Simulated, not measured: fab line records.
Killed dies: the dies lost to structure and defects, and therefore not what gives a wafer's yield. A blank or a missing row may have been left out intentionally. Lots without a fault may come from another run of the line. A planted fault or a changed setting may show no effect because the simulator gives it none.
Which tool was responsible? ; flow nandHarc ; 37 wafers from 13 lots sampled at 5 of the route's 1302 steps

== WHAT EACH GAUGE READ, for each wafer ==
NHARC_P_CONTACT_INSPECT_14.
lot;measured;on;rawDefectCount
L698;day 6 01:34;defectInspect-01;7 7 4
L699;day 6 19:26;defectInspect-02;1 1 1
L700;day 6 23:56;defectInspect-02;4 3 2
L701;day 7 13:56;defectInspect-01;1 1 2
L702;day 7 18:55;defectInspect-02;1 4 2
L703;day 8 12:32;defectInspect-02;3 4 7
L705;day 9 10:32;defectInspect-02;8 2 9
L707;day 10 08:58;defectInspect-02;6 5 1
L712;day 11 22:56;defectInspect-01;4
L711;day 12 00:01;defectInspect-02;4 2 3
L718;day 14 15:35;defectInspect-02;0 2 4
L719;day 15 04:15;defectInspect-01;5 2 6
L720;day 15 17:35;defectInspect-01;0 4 5

NHARC_END_SORT_01.
lot;measured;on;killedAtArray;killedAtOther;killedAtPeriphery;killedDies;killedOpen;killedShort
L712;day 34 01:55;prober-01;41;1;107;149;4;1

== WHAT TOOL EACH LOT RAN ON (gives the tool, then ch and the chambers of the sampled wafers, and finally the start) ==
lot;NHARC_P_CONTACT_CMP_01;NHARC_P_CONTACT_DESCUM_17;NHARC_P_CONTACT_PVD_32
L698;cmp-01 ch 0,2,3, day 6 00:47;rieDiel-08 ch 0,2,3, day 6 01:38;pvdSputter-03, day 6 03:20
L699;cmp-04 ch 0,3, day 6 18:29;rieDiel-11 ch 0,1,2, day 6 19:31;pvdSputter-03, day 6 21:31
L700;cmp-02 ch 0,3, day 6 23:07;rieDiel-11 ch 0,2,3, day 7 00:01;pvdSputter-01, day 7 01:43
L701;cmp-01 ch 0,1,3, day 7 12:58;rieDiel-07 ch 0,1,2, day 7 14:00;pvdSputter-03, day 7 15:42
L702;cmp-01 ch 2,3, day 7 17:59;rieDiel-11 ch 1,3, day 7 18:58;pvdSputter-03, day 7 20:43
L703;cmp-01 ch 0,3, day 8 11:35;rieDiel-11 ch 1,2, day 8 12:37;pvdSputter-01, day 8 14:22
L705;cmp-02 ch 0,2,3, day 9 09:37;rieDiel-08 ch 0,1,3, day 9 10:37;pvdSputter-02, day 9 12:20
L707;cmp-01 ch 0,3, day 10 08:08;rieDiel-07 ch 1,2, day 10 09:02;pvdSputter-01, day 10 10:44
L712;cmp-04 ch 2, day 11 22:04;rieDiel-07 ch 1, day 11 23:02;pvdSputter-03, day 12 00:46
L711;cmp-02 ch 1,2, day 11 23:04;rieDiel-07 ch 0,1,2, day 12 00:05;pvdSputter-01, day 12 01:47
L718;cmp-04 ch 0,2,3, day 14 14:47;rieDiel-11 ch 0,2,3, day 14 15:39;pvdSputter-01, day 14 17:22
L719;cmp-02 ch 1,2, day 15 03:16;rieDiel-11 ch 1,2,3, day 15 04:20;pvdSputter-02, day 15 06:02
L720;cmp-02 ch 0,1,3, day 15 16:37;rieDiel-08 ch 1,2,3, day 15 17:39;pvdSputter-01, day 15 19:21
- NHARC_P_CONTACT_CMP_01: polishes SiO2, target thk 200 nm.
- NHARC_P_CONTACT_DESCUM_17: chemistry O2, time 3 s.
- NHARC_P_CONTACT_PVD_32: deposits Ti, target thk 5 nm, time 17.7 s.

== AS READ BY THE TOOLS THEMSELVES (means over the sampled wafers that have a number; for cases with no such wafer, the mark the record gives instead) ==
NHARC_P_CONTACT_CMP_01.
lot;tool;motorCurrentA (A)
L698;cmp-01;10.5
L699;cmp-04;12.5
L700;cmp-02;13.0
L701;cmp-01;10.1
L702;cmp-01;11.1
L703;cmp-01;9.9
L705;cmp-02;12.3
L707;cmp-01;10.2
L712;cmp-04;14.4
L711;cmp-02;11.2
L718;cmp-04;13.1
L719;cmp-02;10.7
L720;cmp-02;12.6

NHARC_P_CONTACT_DESCUM_17.
lot;tool;drypumpMotorCurrentA (A);oesProductAu (a.u.);rfVppV (V);showerheadPlenumPTorr (Torr);throttleValvePct (%)
L698;rieDiel-08;5.7;0.992;57.2;1.93;11.313
L699;rieDiel-11;5.8;0.993;57.3;1.82;11.320
L700;rieDiel-11;5.5;0.999;57.8;1.84;11.316
L701;rieDiel-07;5.8;0.990;57.9;1.96;11.310
L702;rieDiel-11;5.9;1.007;58.1;1.85;11.306
L703;rieDiel-11;5.6;0.997;57.7;1.82;11.312
L705;rieDiel-08;5.6;0.999;57.9;1.92;11.309
L707;rieDiel-07;5.7;0.992;57.6;1.94;11.312
L712;rieDiel-07;5.7;0.996;56.6;1.91;11.315
L711;rieDiel-07;5.8;0.997;57.8;1.96;11.313
L718;rieDiel-11;5.5;1.004;57.9;1.83;11.312
L719;rieDiel-11;5.6;1.003;58.2;1.84;11.313
L720;rieDiel-08;5.4;1.004;56.2;1.92;11.313

NHARC_P_CONTACT_PVD_32.
lot;tool;throttleValvePct (%)
L698;pvdSputter-03;28.6
L699;pvdSputter-03;28.1
L700;pvdSputter-01;30.7
L701;pvdSputter-03;28.7
L702;pvdSputter-03;29.1
L703;pvdSputter-01;29.6
L705;pvdSputter-02;29.2
L707;pvdSputter-01;29.5
L712;pvdSputter-03;29.8
L711;pvdSputter-01;30.4
L718;pvdSputter-01;30.0
L719;pvdSputter-02;29.2
L720;pvdSputter-01;29.8

== THE ANSWER, worked out from the rows above alone ==
Rule: what is usual is taken from the lots themselves. The widest of any qualifying gaps counts: lots, ordered by their means at a reading, are off when they make up no more than a third of the lots, leave a main group of 4 or more, and stand apart from it by 3 or more times the standard deviation of that group's means. A main group is skipped when, at the precision printed for the reading in the tables above, its means are all equal. Also off: a lot with no number at a reading for which 4 or more lots have one. Where the step has rows for the other lots, those lots are counted as sound. After the gauges, taken in route order, come the tools' own readings; for these a lot's mean is taken, as printed above. The first step at which some lot is off is used, and at that step the reading that is off furthest; a lot without a number counts as furthest.
No lot is off on any of the readings shown, so nothing can be concluded from this.

== WHAT THE SIMULATOR HAD INSERTED ==
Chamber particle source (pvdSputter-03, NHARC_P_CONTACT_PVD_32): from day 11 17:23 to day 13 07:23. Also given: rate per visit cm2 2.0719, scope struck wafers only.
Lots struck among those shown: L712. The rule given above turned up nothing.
